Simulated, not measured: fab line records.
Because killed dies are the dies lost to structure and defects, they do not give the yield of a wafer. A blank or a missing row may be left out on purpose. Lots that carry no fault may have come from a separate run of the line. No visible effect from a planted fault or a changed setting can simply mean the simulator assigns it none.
fab line records ; flow n5_finfet
record: lots: 7; wafers: 21; last_day: 18
route steps=1938 shown BEOL_M7@1263
lots that met no fault: from a run of the same line without faults
start_h: start of the lot's first displayed wafer, in hours after the record's first day ; wait_h: hours elapsed since this lot's preceding step ; " repeats the value in the row above ; L1.1+2: one row covering several wafers at once ; - either no value or no given start ; * or withheld: withheld ; < > ~ a bound
route shown NAME@n: a module of which the file shows steps, and the number in the route of the first ; usual: average and standard deviation across the fault-free wafers ; same: alike in all rows ; chamber/n: place in a boat ; sites: the reading at each site ; _std_site: their standard deviation ; _edge_site: the outer-site mean with the inner-site mean subtracted ; radius_mm: for every site, how far away it sits from the centre of the wafer ; mask NAME#n: copy n ; behind: the tool/chamber that last shaped the wafer ; hold: cause of the lot's hold/its duration in hours/its outcome ; device: the transistor (n, p or np) that didn't switch ; end of line: tests run on the same wafers once the route is complete ; a step without rows: its recipe alone ; killed: not the wafer's yield, but the dies lost to structure and defects at the first sort ; map: dies across one wafer; x = killed, . = not, _ = none there
set.NAME: the setting the step ran with; set.NAME@STEP: the setting that earlier step ran with ; model.NAME: the simulator's own value behind a step, which no gauge read
lots at selected steps of the route; one table per step, one row per wafer
services: the hour from which a tool's chamber was out of use, counted from the record's first day as start_h (under 0 if before that day), plus the number of hours and why
== steps ==
step: N5_BEOL_M7_ILD_DEP_00
recipe: material: SiCOH_lowk; target_thk_a: 1797.5; temp_c: 300; precursor: DEMS/porogen; pressure_torr: 5; rf_w: 500; time_s: 33.4
usual: heater_power_w: 285/53; showerhead_plenum_p_Torr: 5.734/0.015; throttle_valve_pct: 13.7/0.78
lot.wafer;tool;chamber;start_h;wait_h;heater_power_w;showerhead_plenum_p_Torr;throttle_valve_pct
L272.1;pecvd-01;0;216.26;0.0;356;5.747;14.0
L272.3;pecvd-01;1;216.26;0.0;307;5.724;15.2
L272.5;pecvd-01;0;216.26;0.0;360;5.754;14.1
L285.1;pecvd-04;1;282.00;0.0;304;5.719;14.6
L285.5;pecvd-04;1;282.00;0.0;311;5.728;14.7
L285.6;pecvd-04;2;282.00;0.0;268;5.747;13.1
L286.2;pecvd-01;2;285.06;0.0;313;5.751;13.3
L286.3;pecvd-01;1;285.06;0.0;315;5.741;15.3
L286.5;pecvd-01;2;285.06;0.0;307;5.736;13.3
L283.2;pecvd-02;1;285.61;0.0;332;5.722;13.4
L283.4;pecvd-02;2;285.61;0.0;278;5.741;12.6
L283.6;pecvd-02;0;285.61;0.0;255;5.718;13.4
L289.1;pecvd-01;0;310.71;0.0;362;5.742;14.1
L289.2;pecvd-01;2;310.71;0.0;289;5.727;13.7
L289.4;pecvd-01;1;310.71;0.0;314;5.722;15.1
L290.1;pecvd-01;2;318.11;0.0;283;5.751;13.5
L290.5;pecvd-01;0;318.11;0.0;349;5.744;14.0
L290.6;pecvd-01;2;318.11;0.0;293;5.730;13.1
L291.1;pecvd-04;0;343.76;0.0;194;5.719;13.2
L291.2;pecvd-04;2;343.76;0.0;270;5.737;13.2
L291.4;pecvd-04;0;343.76;0.0;193;5.723;13.1
step: N5_BEOL_M7_CURE_74
recipe: temp_c: 385; time_s: 240; ambient: He/Ar; material: SiCOH_lowk
usual: lamp_power_pct: 52.31/0.053; wafer_temp_C_max: 386.5/0.47
lot.wafer;tool;chamber;start_h;wait_h;lamp_power_pct;wafer_temp_C_max
L272.1;uv_cure-03;0;216.35;0.1;52.42;387.1
L272.3;uv_cure-03;0;216.35;0.1;52.31;387.6
L272.5;uv_cure-03;0;216.35;0.1;52.34;386.6
L285.1;uv_cure-02;2;282.07;0.0;52.26;386.3
L285.5;uv_cure-02;2;282.07;0.0;52.35;385.7
L285.6;uv_cure-02;2;282.07;0.0;52.29;385.8
L286.2;uv_cure-01;2;285.44;0.4;52.35;387.3
L286.3;uv_cure-01;2;285.44;0.4;52.30;387.0
L286.5;uv_cure-01;2;285.44;0.4;52.32;387.7
L283.2;uv_cure-03;0;285.85;0.2;52.32;386.9
L283.4;uv_cure-03;0;285.85;0.2;52.32;386.9
L283.6;uv_cure-03;0;285.85;0.2;52.38;386.9
L289.1;uv_cure-01;0;311.02;0.3;52.17;386.4
L289.2;uv_cure-01;0;311.02;0.3;52.43;386.5
L289.4;uv_cure-01;0;311.02;0.3;52.34;386.6
L290.1;uv_cure-02;2;318.18;0.0;52.24;385.9
L290.5;uv_cure-02;2;318.18;0.0;52.26;386.2
L290.6;uv_cure-02;2;318.18;0.0;52.33;386.5
L291.1;uv_cure-02;2;343.82;0.0;52.28;386.3
L291.2;uv_cure-02;2;343.82;0.0;52.31;386.5
L291.4;uv_cure-02;2;343.82;0.0;52.22;386.2
step: N5_BEOL_M7_THK_MEAS_01
recipe: reads: SiCOH_lowk_of_BEOL_M7_ILD_DEP_00
usual: M7_ILD_THK: 153.6/2
lot.wafer;tool;chamber;start_h;wait_h;M7_ILD_THK[nm]
L272.1;film_metro-02;-;216.86;0.4;152.8
L272.3;film_metro-02;-;216.86;0.4;151.4
L272.5;film_metro-02;-;216.86;0.4;155.4
L285.1;film_metro-01;-;283.06;0.8;155.9
L285.5;film_metro-01;-;283.06;0.8;157.3
L285.6;film_metro-01;-;283.06;0.8;158.4
L283.2;film_metro-01;-;286.29;0.4;152.6
L283.4;film_metro-01;-;286.29;0.4;156.1
L283.6;film_metro-01;-;286.29;0.4;155.6
L286.2;film_metro-02;-;287.08;1.3;151.9
L286.3;film_metro-02;-;287.08;1.3;150.3
L286.5;film_metro-02;-;287.08;1.3;154.4
L289.1;film_metro-01;-;312.01;0.8;153.8
L289.2;film_metro-01;-;312.01;0.8;151.9
L289.4;film_metro-01;-;312.01;0.8;152.4
L290.1;film_metro-01;-;318.69;0.4;149.8
L290.5;film_metro-01;-;318.69;0.4;155.9
L290.6;film_metro-01;-;318.69;0.4;152.3
L291.1;film_metro-02;-;344.33;0.4;151.8
L291.2;film_metro-02;-;344.33;0.4;153.9
L291.4;film_metro-02;-;344.33;0.4;154.2
step: N5_BEOL_M7_PECVD_70
recipe: material: SiO2; target_thk_a: 200; temp_c: 400; precursor: TEOS/O2; pressure_torr: 5.5; rf_w: 450; teos_flow_sccm: 53.8; gas: O2; flow_sccm: 3000; time_s: 22.7
usual: heater_power_w: 668/87; showerhead_plenum_p_Torr: 8.76/0.049; throttle_valve_pct: 22.0/1.2
lot.wafer;tool;chamber;start_h;wait_h;heater_power_w;showerhead_plenum_p_Torr;throttle_valve_pct
L272.1;pecvd-02;2;216.90;0.0;684;8.79;20.8
L272.3;pecvd-02;1;216.90;0.0;623;8.69;21.6
L272.5;pecvd-02;0;216.90;0.0;747;8.73;21.8
L285.1;pecvd-02;0;283.10;0.0;704;8.74;22.0
L285.5;pecvd-02;0;283.10;0.0;694;8.75;21.9
L285.6;pecvd-02;2;283.10;0.0;708;8.79;20.6
L283.2;pecvd-02;1;286.32;0.0;740;8.72;21.5
L283.4;pecvd-02;2;286.32;0.0;712;8.79;20.7
L283.6;pecvd-02;0;286.32;0.0;658;8.73;22.0
L286.2;pecvd-01;1;287.11;0.0;657;8.78;24.3
L286.3;pecvd-01;2;287.11;0.0;635;8.80;21.3
L286.5;pecvd-01;0;287.11;0.0;770;8.84;22.8
L289.1;pecvd-04;0;312.04;0.0;561;8.68;21.0
L289.2;pecvd-04;1;312.04;0.0;750;8.75;23.8
L289.4;pecvd-04;1;312.04;0.0;751;8.75;23.6
L290.1;pecvd-02;0;318.73;0.0;715;8.75;21.9
L290.5;pecvd-02;0;318.73;0.0;742;8.75;21.9
L290.6;pecvd-02;1;318.73;0.0;663;8.69;21.3
L291.1;pecvd-04;1;344.37;0.0;746;8.75;23.8
L291.2;pecvd-04;0;344.37;0.0;485;8.67;21.4
L291.4;pecvd-04;2;344.37;0.0;662;8.78;21.2
step: N5_BEOL_M7_HM_DEP_02
recipe: material: TiN; target_thk_a: 200; temp_c: 25; chamber_pressure_pa: 0.49996
usual: throttle_valve_pct: 29.5/1.2
lot.wafer;tool;chamber;start_h;wait_h;throttle_valve_pct
L272.1;pvd_sputter-01;-;219.25;2.3;30.1
L272.3;pvd_sputter-01;-;219.25;2.3;27.1
L272.5;pvd_sputter-01;-;219.25;2.3;30.1
L285.1;pvd_sputter-03;-;283.85;0.7;31.2
L285.5;pvd_sputter-03;-;283.85;0.7;28.3
L285.6;pvd_sputter-03;-;283.85;0.7;29.1
L283.2;pvd_sputter-01;-;287.20;0.9;26.8
L283.4;pvd_sputter-01;-;287.20;0.9;29.8
L283.6;pvd_sputter-01;-;287.20;0.9;30.3
L286.2;pvd_sputter-03;-;287.41;0.3;31.1
L286.3;pvd_sputter-03;-;287.41;0.3;28.8
L286.5;pvd_sputter-03;-;287.41;0.3;30.1
L289.1;pvd_sputter-01;-;314.77;2.7;29.6
L289.2;pvd_sputter-01;-;314.77;2.7;27.0
L289.4;pvd_sputter-01;-;314.77;2.7;30.2
L290.1;pvd_sputter-01;-;319.69;0.9;30.0
L290.5;pvd_sputter-01;-;319.69;0.9;26.9
L290.6;pvd_sputter-01;-;319.69;0.9;30.3
L291.1;pvd_sputter-02;-;344.79;0.4;29.8
L291.2;pvd_sputter-02;-;344.79;0.4;31.8
L291.4;pvd_sputter-02;-;344.79;0.4;29.2
step: N5_BEOL_M7_COAT_59
recipe: resist: SOC; temp_c: 250; time_s: 60; spin_rpm: 1500; resist_thk_nm: 100
step: N5_BEOL_M7_COAT_60
recipe: resist: SiARC; temp_c: 220; time_s: 60; spin_rpm: 1500; resist_thk_nm: 35
step: N5_BEOL_M7_COAT_05
recipe: resist: CAR-ArF; spin_rpm: 1500; resist_thk_nm: 90
step: N5_BEOL_M7_EBR_07
recipe: solvent: PGMEA; ebr_width_mm: 1.5
step: N5_BEOL_M7_SOFTBAKE_06
recipe: temp_c: 110; time_s: 60; resist: CAR-ArF
step: N5_BEOL_M7_EXPOSE_08
recipe: mask_id: M7; na: 1.35; source_shape: dipole; sigma_inner: 0.817; sigma_outer: 0.97; polarization: te; dose_mj: 68.25
step: N5_BEOL_M7_PEB_09
recipe: peb_temp_c: withheld; peb_time_s: 60; resist: CAR-ArF
step: N5_BEOL_M7_DEVELOP_10
recipe: develop_time_s: 30; developer: TMAH; resist: CAR-ArF; rinse_liquid: diw; dry: air_spin; dev_temp_c: 23
usual: chill_plate_temp_C: 22.99/0.11; develop_time_s: 30/0
lot.wafer;tool;chamber;start_h;wait_h;chill_plate_temp_C;develop_time_s;model.CAR-ArF_of_BEOL_M7_COAT_05.thk_nm
L272.1;litho_track-05;0;219.57;-;23.13;30;88.4
L272.3;litho_track-05;0;219.57;-;23.08;30;88.4
L272.5;litho_track-05;0;219.57;-;23.08;30;88.4
L285.1;litho_track-03;-;284.29;-;-;-;89.8
L285.5;litho_track-03;-;284.29;-;-;-;89.6
L285.6;litho_track-03;-;284.29;-;-;-;89.6
L283.2;litho_track-03;-;287.51;-;-;-;90.2
L283.4;litho_track-03;-;287.51;-;-;-;90
L283.6;litho_track-03;-;287.51;-;-;-;90.2
L286.2;litho_track-05;-;287.73;-;-;-;90
L286.3;litho_track-05;-;287.73;-;-;-;89.8
L286.5;litho_track-05;-;287.73;-;-;-;90.2
L289.1;litho_track-03;0;316.48;-;23.00;30;88.2
L289.2;litho_track-03;0;316.48;-;22.99;30;88.2
L289.4;litho_track-03;0;316.48;-;22.96;30;88.2
L290.1;litho_track-01;0;320.13;-;23.03;30;88.8
L290.5;litho_track-01;0;320.13;-;22.90;30;88.6
L290.6;litho_track-01;0;320.13;-;22.99;30;88.4
L291.1;litho_track-05;0;345.10;-;22.80;30;88.2
L291.2;litho_track-05;0;345.10;-;22.82;30;88.2
L291.4;litho_track-05;0;345.10;-;22.79;30;88.2
step: N5_BEOL_M7_CD_MEAS_11
recipe: target_cd_nm: 38.5; landing_energy_ev: 500; detector: se_inlens; polarity: opening
usual: cd_nm: 38.5/0.54
lot.wafer;tool;chamber;start_h;wait_h;cd_nm
L272.1;cd_sem-03;0;219.62;-;38.1
L272.3;cd_sem-03;0;219.62;-;39.0
L272.5;cd_sem-03;0;219.62;-;37.9
L285.1;cd_sem-02;0;284.35;-;-
L285.5;cd_sem-02;0;284.35;-;-
L285.6;cd_sem-02;0;284.35;-;-
L283.2;cd_sem-03;0;287.57;-;-
L283.4;cd_sem-03;0;287.57;-;-
L283.6;cd_sem-03;0;287.57;-;-
L286.2;cd_sem-03;0;287.79;-;-
L286.3;cd_sem-03;0;287.79;-;-
L286.5;cd_sem-03;0;287.79;-;-
L289.1;cd_sem-01;0;316.54;-;37.8
L289.2;cd_sem-01;0;316.54;-;37.5
L289.4;cd_sem-01;0;316.54;-;38.4
L290.1;cd_sem-02;0;320.19;-;39.0
L290.5;cd_sem-02;0;320.19;-;38.9
L290.6;cd_sem-02;0;320.19;-;38.6
L291.1;cd_sem-03;0;345.16;-;38.5
L291.2;cd_sem-03;0;345.16;-;39.6
L291.4;cd_sem-03;0;345.16;-;38.7
== services ==
tool;chamber;start_h;hours;kind
pecvd-01;2;202.38;-;clean
pecvd-01;2;202.38;-;consumable_replace:showerhead
pecvd-01;2;202.38;29.0;scheduled_down
pecvd-01;2;202.38;29.0;vent_cycle
uv_cure-02;-;219.29;5.2;repair
uv_cure-03;-;219.56;0.6;repair
uv_cure-01;-;228.44;7.5;pm
uv_cure-02;-;228.80;7.5;pm
pecvd-04;1;255.55;2.1;scheduled_down
uv_cure-03;-;257.37;1.0;pm
uv_cure-01;-;263.48;1.6;repair
uv_cure-02;-;277.83;1.0;pm
litho_track-05;-;278.96;-;consumable_replace:filter
pecvd-02;1;295.21;5.2;repair
uv_cure-03;-;302.85;2.1;pm
uv_cure-03;-;305.90;7.5;pm
pecvd-01;2;328.77;2.1;scheduled_down
uv_cure-03;-;334.19;3.4;pm
pecvd-01;1;338.48;5.5;scheduled_down
pecvd-02;2;342.80;2.1;scheduled_down
== key ==
first_sign: step: N5_BEOL_M7_DEVELOP_10; reading: tool_record; direction: missing
effect none on later readings
model_effect: step: N5_BEOL_M7_DEVELOP_10; value: CAR-ArF_of_BEOL_M7_COAT_05.thk_nm; without: 88.24; struck: 89.93
met_at N5_BEOL_M7_DEVELOP_10
struck_wafers L283.2,L283.4,L283.6,L285.1,L285.5,L285.6,L286.2,L286.3,L286.5
later_rows_left_out L283.2,L283.4,L283.6,L285.1,L285.5,L285.6,L286.2,L286.3,L286.5
sort_left_out L283.2,L283.4,L283.6,L285.1,L285.5,L285.6,L286.2,L286.3,L286.5
onset_between 219.57 284.29
fault: kind: skipped_step_whole; tool: litho_track-03,litho_track-05; chamber: -; onset_h: 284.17; steps: N5_BEOL_M7_DEVELOP_10; scope: struck_lots_only
sort_left_out: the simulated sort isn't trusted on such a fault, so these wafers' sort isn't shown, and their yield isn't known
later_rows_left_out: the simulator's readings of these wafers behind a module that went badly wrong aren't trusted and aren't shown, but for the sort
